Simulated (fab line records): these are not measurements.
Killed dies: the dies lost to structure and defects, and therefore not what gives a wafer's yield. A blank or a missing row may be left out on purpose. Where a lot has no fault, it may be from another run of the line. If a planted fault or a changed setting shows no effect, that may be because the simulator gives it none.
Split-lot experiment | flow n5-finfet | 39 wafers read from 7 lots, route of 1938 steps

== ON THE SPLIT ==
At N5_BEOL_M9_TRENCH_ETCH_37 (etches SiCOH lowk in C4F6/O2, target depth 151.43 nm, time 49 s), the setting time-s was moved away from the recipe's 49 s on 12 of the 39 wafers read, by -43.1% to +53.3%. This setting was run at the recipe's value on the other wafers.

== FROM THE SPLIT TO THE READING: what the file shows between them, 11 steps ==
- N5_BEOL_M9_ETCH_41: etches SiCN in CH3F/O2, target depth 36.6 nm, time 70.1 s
- N5_BEOL_M9_STRIP_80: strips in N2/H2, time 10 s
- N5_BEOL_M9_OCD_MEAS_38
- N5_BEOL_M9_HM_STRIP_39: strips TiN in peroxide tin strip, target depth 25 nm, time 158 s
- N5_BEOL_M9_SRD_40: time 30 s
- N5_BEOL_M9_ECD_50: material Cu, target thk 318 nm
- N5_BEOL_M9_ANNEAL_51: time 90 s
- N5_BEOL_M9_CMP_52: polishes, stops on SiCOH lowk, t overpolish 7 s, target thk 140 nm
- N5_BEOL_M9_THK_MEAS_53: measures by xrf
- N5_BEOL_M9_PRE_CLEAN_55: time 15 s
- N5_BEOL_M9_DEP_56: deposits SiCN from 3MS/NH3, target thk 15 nm, time 26.5 s

== THE READING ==
M9_RS in ohm/sq, measured at N5_BEOL_M9_RS_MEAS_57 by four-point-probe. Typical for fault-free wafers on this fab line: 0.152 ohm/sq, with standard deviation 0.0042 ohm/sq.

wafer  | tool, chamber at the split | time-s as run, s | against the recipe | M9_RS, ohm/sq | against lot-mates on the recipe
L075.1 | rie-diel-03, 1             | 49               | recipe             | 0.143         | -
L075.2 | rie-diel-03, 0             | 49               | recipe             | 0.148         | -
L075.3 | rie-diel-03, 3             | 49               | recipe             | 0.156         | -
L075.4 | rie-diel-03, 2             | 49               | recipe             | 0.150         | -
L075.5 | rie-diel-03, 0             | 49               | recipe             | 0.147         | -
L075.6 | rie-diel-03, 1             | 49               | recipe             | 0.146         | -
L077.1 | rie-diel-02, 3             | 75.11            | +53.3%             | 0.093         | -0.063
L077.2 | rie-diel-02, 1             | 75.11            | +53.3%             | 0.094         | -0.062
L077.3 | rie-diel-02, 0             | 49               | recipe             | 0.160         | -
L077.4 | rie-diel-02, 1             | 49               | recipe             | 0.154         | -
L077.5 | rie-diel-02, 0             | 75.11            | +53.3%             | 0.096         | -0.060
L077.6 | rie-diel-02, 3             | 49               | recipe             | 0.155         | -
L078.3 | rie-diel-05, 1             | 49               | recipe             | 0.149         | -
L078.4 | rie-diel-05, 0             | 49               | recipe             | 0.157         | -
L078.6 | rie-diel-05, 3             | 49               | recipe             | 0.156         | -
L079.1 | rie-diel-02, 2             | 30.1             | -38.6%             | 0.292         | +0.139
L079.2 | rie-diel-02, 1             | 49               | recipe             | 0.151         | -
L079.3 | rie-diel-02, 3             | 30.1             | -38.6%             | 0.286         | +0.133
L079.4 | rie-diel-02, 2             | 30.1             | -38.6%             | 0.296         | +0.143
L079.5 | rie-diel-02, 3             | 49               | recipe             | 0.157         | -
L079.6 | rie-diel-02, 1             | 49               | recipe             | 0.151         | -
L084.1 | rie-diel-03, 3             | 65.6             | +33.9%             | 0.108         | -0.040
L084.2 | rie-diel-03, 2             | 49               | recipe             | 0.149         | -
L084.3 | rie-diel-03, 0             | 65.6             | +33.9%             | 0.104         | -0.044
L084.4 | rie-diel-03, 1             | 65.6             | +33.9%             | 0.103         | -0.045
L084.5 | rie-diel-03, 2             | 49               | recipe             | 0.152         | -
L084.6 | rie-diel-03, 1             | 49               | recipe             | 0.144         | -
L092.1 | rie-diel-05, 3             | 27.9             | -43.1%             | 0.327         | +0.175
L092.2 | rie-diel-05, 2             | 49               | recipe             | 0.157         | -
L092.3 | rie-diel-05, 0             | 27.9             | -43.1%             | 0.318         | +0.166
L092.4 | rie-diel-05, 1             | 49               | recipe             | 0.148         | -
L092.5 | rie-diel-05, 2             | 27.9             | -43.1%             | 0.323         | +0.171
L092.6 | rie-diel-05, 1             | 49               | recipe             | 0.150         | -
L097.1 | rie-diel-02, 0             | 49               | recipe             | 0.147         | -
L097.2 | rie-diel-02, 1             | 49               | recipe             | 0.150         | -
L097.3 | rie-diel-02, 3             | 49               | recipe             | 0.148         | -
L097.4 | rie-diel-02, 2             | 49               | recipe             | 0.151         | -
L097.5 | rie-diel-02, 0             | 49               | recipe             | 0.150         | -
L097.6 | rie-diel-02, 3             | 49               | recipe             | 0.146         | -

THE FIT
A straight line over all 39 wafers: M9_RS changes by -0.00238 ohm/sq for each +1% of time-s; r = -0.90; the points scatter about the line by 0.028 ohm/sq.
The same after taking each lot's own level away (the mean of its wafers on the recipe; 39 wafers): -0.0024 ohm/sq for each +1%; r = -0.91; scatter 0.027 ohm/sq.
Per that fit: largest time-s move, reading shift of 0.13 ohm/sq.
Measured against the standard deviation above, the lots' own levels, which go from 0.1483 to 0.1563 ohm/sq, span 1.9 times it.
The two slopes agree, so the slope changes little with the lot-to-lot level.
Check: -0.12 ohm/sq against its lot-mates is what the line predicts for one of the wafers moved furthest among these (+53.3%) when that wafer is left out of the fit. It came out at -0.0633 ohm/sq against them.

== THE WHOLE CHAIN: every reading that the file lists as answering this split, in the file's order ==
step                      | what it does                                                       | reading                                                                          | change (the file's fit)                | r (the file's)
N5_BEOL_M9_TRENCH_ETCH_37 | etches SiCOH lowk in C4F6/O2, target depth 151.43 nm, time 49 s    | BEOL_M9.feature-depth-nm (the simulator's own value, which no gauge read)        | +1.54 nm for each +1% of the setting   | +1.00
N5_BEOL_M9_TRENCH_ETCH_37 | etches SiCOH lowk in C4F6/O2, target depth 151.43 nm, time 49 s    | etch.depth-nm (the simulator's own value, which no gauge read)                   | +1.54 nm for each +1% of the setting   | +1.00
N5_BEOL_M9_TRENCH_ETCH_37 | etches SiCOH lowk in C4F6/O2, target depth 151.43 nm, time 49 s    | TiN_of_BEOL_M9_HM_DEP_02.thk-nm (the simulator's own value, which no gauge read) | -0.0401 nm for each +1% of the setting | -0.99
N5_BEOL_M9_OCD_MEAS_38    |                                                                    | trench-depth-nm                                                                  | +1.54 nm for each +1% of the setting   | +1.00
N5_BEOL_M9_CMP_52         | polishes, stops on SiCOH lowk, t overpolish 7 s, target thk 140 nm | Cu_of_BEOL_M9_ECD_50.thk-nm (the simulator's own value, which no gauge read)     | +1.53 nm for each +1% of the setting   | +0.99
N5_BEOL_M9_THK_MEAS_53    | measures by xrf                                                    | M9_THK                                                                           | +1.55 for each +1% of the setting      | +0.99
N5_BEOL_M9_RS_MEAS_57     | measures by four-point-probe                                       | M9_RS                                                                            | -0.00238 for each +1% of the setting   | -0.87

== FILE'S OWN FIT ==
M9_RS changes by -0.00238 ohm/sq for each +1% of time-s, r = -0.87.
